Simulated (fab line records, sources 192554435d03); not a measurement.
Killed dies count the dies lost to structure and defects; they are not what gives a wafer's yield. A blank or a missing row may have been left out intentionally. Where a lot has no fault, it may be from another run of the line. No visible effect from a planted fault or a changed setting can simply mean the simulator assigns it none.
Which tool did it? || flow n5Finfet || 11 lots, 29 wafers sampled, at 5 steps of a route of 1938

== WHAT THE GAUGES SHOWED, per wafer ==
N5_BEOL_M6_THK_MEAS_01. Usual: M6_ILD_THK typically reads 155.1 nm, with standard deviation 2.
{"lot": "L999", "measured": "day 12 15:24", "on": "filmMetro-01", "M6_ILD_THK (nm)": "156.1 159.7 155.9", "flag": ""}
{"lot": "L997", "measured": "day 12 20:26", "on": "filmMetro-01", "M6_ILD_THK (nm)": "150.8 153.9 157.0", "flag": ""}
{"lot": "L101", "measured": "day 13 05:17", "on": "filmMetro-01", "M6_ILD_THK (nm)": "150.3 156.4 154.6", "flag": ""}
{"lot": "L109", "measured": "day 15 04:40", "on": "filmMetro-01", "M6_ILD_THK (nm)": "154.7 157.7 156.2", "flag": ""}
{"lot": "L114", "measured": "day 16 01:13", "on": "filmMetro-02", "M6_ILD_THK (nm)": "156.2 157.4", "flag": ""}
{"lot": "L111", "measured": "day 16 07:29", "on": "filmMetro-02", "M6_ILD_THK (nm)": "157.2 159.8", "flag": ""}
{"lot": "L113", "measured": "day 16 15:02", "on": "filmMetro-02", "M6_ILD_THK (nm)": "153.8 155.2", "flag": ""}
{"lot": "L116", "measured": "day 17 07:56", "on": "filmMetro-02", "M6_ILD_THK (nm)": "156.9 154.2", "flag": ""}
{"lot": "L117", "measured": "day 17 15:22", "on": "filmMetro-02", "M6_ILD_THK (nm)": "151.4 153.6 154.7", "flag": ""}
{"lot": "L118", "measured": "day 17 16:13", "on": "filmMetro-02", "M6_ILD_THK (nm)": "152.6 155.9 156.1", "flag": ""}
{"lot": "L120", "measured": "day 18 08:52", "on": "filmMetro-01", "M6_ILD_THK (nm)": "155.1 156.4 156.4", "flag": ""}

N5_BEOL_M6_CD_MEAS_18: pitch 80 nm, target cd 40 nm. Usual: 40.0 nm for cdNm, sd 0.91.
{"lot": "L999", "measured": "day 12 18:17", "on": "cdSem-03", "cdNm (nm)": "42.4 42.1 41.8", "flag": ""}
{"lot": "L997", "measured": "day 12 23:18", "on": "cdSem-02", "cdNm (nm)": "40.8 40.3 40.0", "flag": ""}
{"lot": "L101", "measured": "day 13 09:35", "on": "cdSem-01", "cdNm (nm)": "43.4 40.7 40.2", "flag": ""}
{"lot": "L109", "measured": "day 15 07:19", "on": "cdSem-03", "cdNm (nm)": "39.4 39.8 38.9", "flag": ""}
{"lot": "L114", "measured": "day 16 03:04", "on": "cdSem-02", "cdNm (nm)": "39.2 40.3", "flag": ""}
{"lot": "L111", "measured": "day 16 09:40", "on": "cdSem-02", "cdNm (nm)": "40.4 40.1", "flag": ""}
{"lot": "L113", "measured": "day 16 16:45", "on": "cdSem-02", "cdNm (nm)": "39.7 41.0", "flag": ""}
{"lot": "L116", "measured": "day 17 09:08", "on": "cdSem-03", "cdNm (nm)": "40.9 40.0", "flag": ""}
{"lot": "L117", "measured": "day 17 18:36", "on": "cdSem-01", "cdNm (nm)": "40.5 40.7 39.7", "flag": ""}
{"lot": "L118", "measured": "day 17 18:45", "on": "cdSem-03", "cdNm (nm)": "40.2 40.7 40.9", "flag": ""}
{"lot": "L120", "measured": "day 18 10:48", "on": "cdSem-01", "cdNm (nm)": "39.7 40.9 40.8", "flag": ""}

== EACH LOT AND THE TOOL THAT RAN IT (in order: tool; ch and the chambers of the sampled wafers; start) ==
{"lot": "L999", "N5_BEOL_M5_CMP_52": "cmp-03 ch 0,3, day 12 14:11", "N5_BEOL_M5_DEP_56": "pecvd-02 ch 1,2, day 12 14:41", "N5_BEOL_M6_ETCH_62": "rieDiel-05 ch 0,3, day 12 17:49"}
{"lot": "L997", "N5_BEOL_M5_CMP_52": "cmp-03 ch 0,1, day 12 19:14", "N5_BEOL_M5_DEP_56": "pecvd-02 ch 0,1, day 12 19:43", "N5_BEOL_M6_ETCH_62": "rieDiel-04 ch 0,1,2, day 12 22:50"}
{"lot": "L101", "N5_BEOL_M5_CMP_52": "cmp-03 ch 0,1,3, day 13 04:07", "N5_BEOL_M5_DEP_56": "pecvd-04 ch 0,1,2, day 13 04:35", "N5_BEOL_M6_ETCH_62": "rieDiel-01 ch 0,1,3, day 13 07:56"}
{"lot": "L109", "N5_BEOL_M5_CMP_52": "cmp-02 ch 0,1, day 15 03:16", "N5_BEOL_M5_DEP_56": "pecvd-03 ch 1,2, day 15 03:57", "N5_BEOL_M6_ETCH_62": "rieDiel-05 ch 0,1, day 15 06:54"}
{"lot": "L114", "N5_BEOL_M5_CMP_52": "cmp-03 ch 3, day 15 23:56", "N5_BEOL_M5_DEP_56": "pecvd-04 ch 0,1, day 16 00:31", "N5_BEOL_M6_ETCH_62": "rieDiel-04 ch 0,2, day 16 02:38"}
{"lot": "L111", "N5_BEOL_M5_CMP_52": "cmp-01 ch 1,2, day 16 05:57", "N5_BEOL_M5_DEP_56": "pecvd-03 ch 0,1, day 16 06:18", "N5_BEOL_M6_ETCH_62": "rieDiel-04 ch 2,3, day 16 09:17"}
{"lot": "L113", "N5_BEOL_M5_CMP_52": "cmp-02 ch 1,2, day 16 13:48", "N5_BEOL_M5_DEP_56": "pecvd-04 ch 1, day 16 14:18", "N5_BEOL_M6_ETCH_62": "rieDiel-05 ch 2, day 16 16:17"}
{"lot": "L116", "N5_BEOL_M5_CMP_52": "cmp-02 ch 0,3, day 17 06:52", "N5_BEOL_M5_DEP_56": "pecvd-03 ch 0,1, day 17 07:14", "N5_BEOL_M6_ETCH_62": "rieDiel-04 ch 1,2, day 17 08:46"}
{"lot": "L117", "N5_BEOL_M5_CMP_52": "cmp-03 ch 0,1,3, day 17 14:08", "N5_BEOL_M5_DEP_56": "pecvd-02 ch 0,2, day 17 14:38", "N5_BEOL_M6_ETCH_62": "rieDiel-04 ch 0,2,3, day 17 18:10"}
{"lot": "L118", "N5_BEOL_M5_CMP_52": "cmp-01 ch 0,2,3, day 17 15:04", "N5_BEOL_M5_DEP_56": "pecvd-03 ch 0,1,2, day 17 15:29", "N5_BEOL_M6_ETCH_62": "rieDiel-05 ch 1,2,3, day 17 18:22"}
{"lot": "L120", "N5_BEOL_M5_CMP_52": "cmp-03 ch 1,2,3, day 18 07:07", "N5_BEOL_M5_DEP_56": "pecvd-02 ch 0,2, day 18 07:38", "N5_BEOL_M6_ETCH_62": "rieDiel-04 ch 0,2, day 18 10:20"}
- N5_BEOL_M5_CMP_52: polishes, stops on SiCOH lowk, t overpolish 6.9 s, target thk 62 nm.
- N5_BEOL_M5_DEP_56: deposits SiCN from 3MS/NH3, target thk 8 nm, time 14 s.
- N5_BEOL_M6_ETCH_62: etches SOC in N2/H2, target depth 110 nm, overetch 22 nm, time 165 s.

== AS READ BY THE TOOLS THEMSELVES (means over the sampled wafers that have a number; for cases with no such wafer, the mark the record gives instead) ==
N5_BEOL_M5_CMP_52. Usual: barrierFieldEndpointS 24.6 s, standard deviation 0.83; motorCurrentA 5.8 A, standard deviation 0.63; overpolishRunS 6.900 s, standard deviation 0.0097; timeToEndpointS 62 s, standard deviation 4.
{"lot": "L999", "tool": "cmp-03", "barrierFieldEndpointS (s)": 24.9, "motorCurrentA (A)": 6.6, "overpolishRunS (s)": 6.903, "timeToEndpointS (s)": 62, "flag": ""}
{"lot": "L997", "tool": "cmp-03", "barrierFieldEndpointS (s)": 25.1, "motorCurrentA (A)": 6.2, "overpolishRunS (s)": 6.896, "timeToEndpointS (s)": 64, "flag": ""}
{"lot": "L101", "tool": "cmp-03", "barrierFieldEndpointS (s)": 23.7, "motorCurrentA (A)": 6.3, "overpolishRunS (s)": 6.906, "timeToEndpointS (s)": 60, "flag": ""}
{"lot": "L109", "tool": "cmp-02", "barrierFieldEndpointS (s)": 24.2, "motorCurrentA (A)": 5.0, "overpolishRunS (s)": 6.903, "timeToEndpointS (s)": 57, "flag": ""}
{"lot": "L114", "tool": "cmp-03", "barrierFieldEndpointS (s)": 24.3, "motorCurrentA (A)": 6.4, "overpolishRunS (s)": 6.903, "timeToEndpointS (s)": 61, "flag": ""}
{"lot": "L111", "tool": "cmp-01", "barrierFieldEndpointS (s)": 25.3, "motorCurrentA (A)": 6.2, "overpolishRunS (s)": 6.903, "timeToEndpointS (s)": 65, "flag": ""}
{"lot": "L113", "tool": "cmp-02", "barrierFieldEndpointS (s)": 23.6, "motorCurrentA (A)": 5.0, "overpolishRunS (s)": 6.908, "timeToEndpointS (s)": 58, "flag": ""}
{"lot": "L116", "tool": "cmp-02", "barrierFieldEndpointS (s)": 25.2, "motorCurrentA (A)": 5.6, "overpolishRunS (s)": 6.908, "timeToEndpointS (s)": 62, "flag": ""}
{"lot": "L117", "tool": "cmp-03", "barrierFieldEndpointS (s)": 24.6, "motorCurrentA (A)": 6.1, "overpolishRunS (s)": 6.904, "timeToEndpointS (s)": 62, "flag": ""}
{"lot": "L118", "tool": "cmp-01", "barrierFieldEndpointS (s)": 24.5, "motorCurrentA (A)": 5.7, "overpolishRunS (s)": 6.899, "timeToEndpointS (s)": 65, "flag": ""}
{"lot": "L120", "tool": "cmp-03", "barrierFieldEndpointS (s)": 24.6, "motorCurrentA (A)": 6.0, "overpolishRunS (s)": 6.904, "timeToEndpointS (s)": 63, "flag": ""}

N5_BEOL_M5_DEP_56. Usual: showerheadPlenumPTorr 3.664 Torr, standard deviation 0.015; throttleValvePct 9.2 %, standard deviation 0.34.
{"lot": "L999", "tool": "pecvd-02", "showerheadPlenumPTorr (Torr)": 3.669, "throttleValvePct (%)": 9.0, "flag": ""}
{"lot": "L997", "tool": "pecvd-02", "showerheadPlenumPTorr (Torr)": 3.658, "throttleValvePct (%)": 9.1, "flag": ""}
{"lot": "L101", "tool": "pecvd-04", "showerheadPlenumPTorr (Torr)": 3.659, "throttleValvePct (%)": 9.3, "flag": ""}
{"lot": "L109", "tool": "pecvd-03", "showerheadPlenumPTorr (Torr)": 3.672, "throttleValvePct (%)": 9.2, "flag": ""}
{"lot": "L114", "tool": "pecvd-04", "showerheadPlenumPTorr (Torr)": 3.646, "throttleValvePct (%)": 9.4, "flag": ""}
{"lot": "L111", "tool": "pecvd-03", "showerheadPlenumPTorr (Torr)": 3.654, "throttleValvePct (%)": 9.4, "flag": ""}
{"lot": "L113", "tool": "pecvd-04", "showerheadPlenumPTorr (Torr)": 3.639, "throttleValvePct (%)": 9.6, "flag": ""}
{"lot": "L116", "tool": "pecvd-03", "showerheadPlenumPTorr (Torr)": 3.663, "throttleValvePct (%)": 9.4, "flag": ""}
{"lot": "L117", "tool": "pecvd-02", "showerheadPlenumPTorr (Torr)": 3.667, "throttleValvePct (%)": 9.2, "flag": ""}
{"lot": "L118", "tool": "pecvd-03", "showerheadPlenumPTorr (Torr)": 3.673, "throttleValvePct (%)": 9.2, "flag": ""}
{"lot": "L120", "tool": "pecvd-02", "showerheadPlenumPTorr (Torr)": 3.665, "throttleValvePct (%)": 9.4, "flag": ""}

N5_BEOL_M6_ETCH_62. Usual: drypumpMotorCurrentA 5.9 A, standard deviation 0.43; oesProductAu 0.69 a.u., standard deviation 0.06; rfVppV 524.8 V, standard deviation 2.1; showerheadPlenumPTorr 2.58 Torr, standard deviation 0.073; throttleValvePct 17.78 %, standard deviation 0.24.
{"lot": "L999", "tool": "rieDiel-05", "drypumpMotorCurrentA (A)": 6.0, "oesProductAu (a.u.)": 0.67, "rfVppV (V)": 528.0, "showerheadPlenumPTorr (Torr)": 2.66, "throttleValvePct (%)": 17.39, "flag": ""}
{"lot": "L997", "tool": "rieDiel-04", "drypumpMotorCurrentA (A)": 5.7, "oesProductAu (a.u.)": 0.71, "rfVppV (V)": 524.4, "showerheadPlenumPTorr (Torr)": 2.54, "throttleValvePct (%)": 17.85, "flag": ""}
{"lot": "L101", "tool": "rieDiel-01", "drypumpMotorCurrentA (A)": 6.2, "oesProductAu (a.u.)": 0.68, "rfVppV (V)": 523.7, "showerheadPlenumPTorr (Torr)": 2.56, "throttleValvePct (%)": 17.83, "flag": ""}
{"lot": "L109", "tool": "rieDiel-05", "drypumpMotorCurrentA (A)": 6.0, "oesProductAu (a.u.)": 0.68, "rfVppV (V)": 528.2, "showerheadPlenumPTorr (Torr)": 2.68, "throttleValvePct (%)": 17.89, "flag": ""}
{"lot": "L114", "tool": "rieDiel-04", "drypumpMotorCurrentA (A)": 5.4, "oesProductAu (a.u.)": 0.69, "rfVppV (V)": 523.5, "showerheadPlenumPTorr (Torr)": 2.50, "throttleValvePct (%)": 17.77, "flag": ""}
{"lot": "L111", "tool": "rieDiel-04", "drypumpMotorCurrentA (A)": 5.7, "oesProductAu (a.u.)": 0.71, "rfVppV (V)": 522.6, "showerheadPlenumPTorr (Torr)": 2.55, "throttleValvePct (%)": 17.64, "flag": ""}
{"lot": "L113", "tool": "rieDiel-05", "drypumpMotorCurrentA (A)": 5.8, "oesProductAu (a.u.)": 0.66, "rfVppV (V)": 524.0, "showerheadPlenumPTorr (Torr)": 2.56, "throttleValvePct (%)": 17.82, "flag": ""}
{"lot": "L116", "tool": "rieDiel-04", "drypumpMotorCurrentA (A)": 6.0, "oesProductAu (a.u.)": 0.67, "rfVppV (V)": 523.3, "showerheadPlenumPTorr (Torr)": 2.55, "throttleValvePct (%)": 17.92, "flag": ""}
{"lot": "L117", "tool": "rieDiel-04", "drypumpMotorCurrentA (A)": 5.5, "oesProductAu (a.u.)": 0.70, "rfVppV (V)": 522.7, "showerheadPlenumPTorr (Torr)": 2.53, "throttleValvePct (%)": 17.70, "flag": ""}
{"lot": "L118", "tool": "rieDiel-05", "drypumpMotorCurrentA (A)": 6.2, "oesProductAu (a.u.)": 0.66, "rfVppV (V)": 526.4, "showerheadPlenumPTorr (Torr)": 2.63, "throttleValvePct (%)": 17.87, "flag": ""}
{"lot": "L120", "tool": "rieDiel-04", "drypumpMotorCurrentA (A)": 5.5, "oesProductAu (a.u.)": 0.65, "rfVppV (V)": 522.7, "showerheadPlenumPTorr (Torr)": 2.50, "throttleValvePct (%)": 17.79, "flag": ""}

== THE ANSWER, worked out from the rows above alone ==
Rule: a lot is off if the mean of its wafers that have a number lies more than 3 standard deviations from the usual mean. Also off: a lot with no number at a reading for which 4 or more lots have one. All remaining lots with rows at the step are treated as sound. First the gauges in route order, then the tools' own readings, where a lot's mean is used as printed above. The first step at which some lot is off is used, and at that step the reading that is off furthest; a lot without a number counts as furthest.
None of the lots is off at any reading shown; this tells nothing.

== WHAT THE SIMULATOR PUT IN ==
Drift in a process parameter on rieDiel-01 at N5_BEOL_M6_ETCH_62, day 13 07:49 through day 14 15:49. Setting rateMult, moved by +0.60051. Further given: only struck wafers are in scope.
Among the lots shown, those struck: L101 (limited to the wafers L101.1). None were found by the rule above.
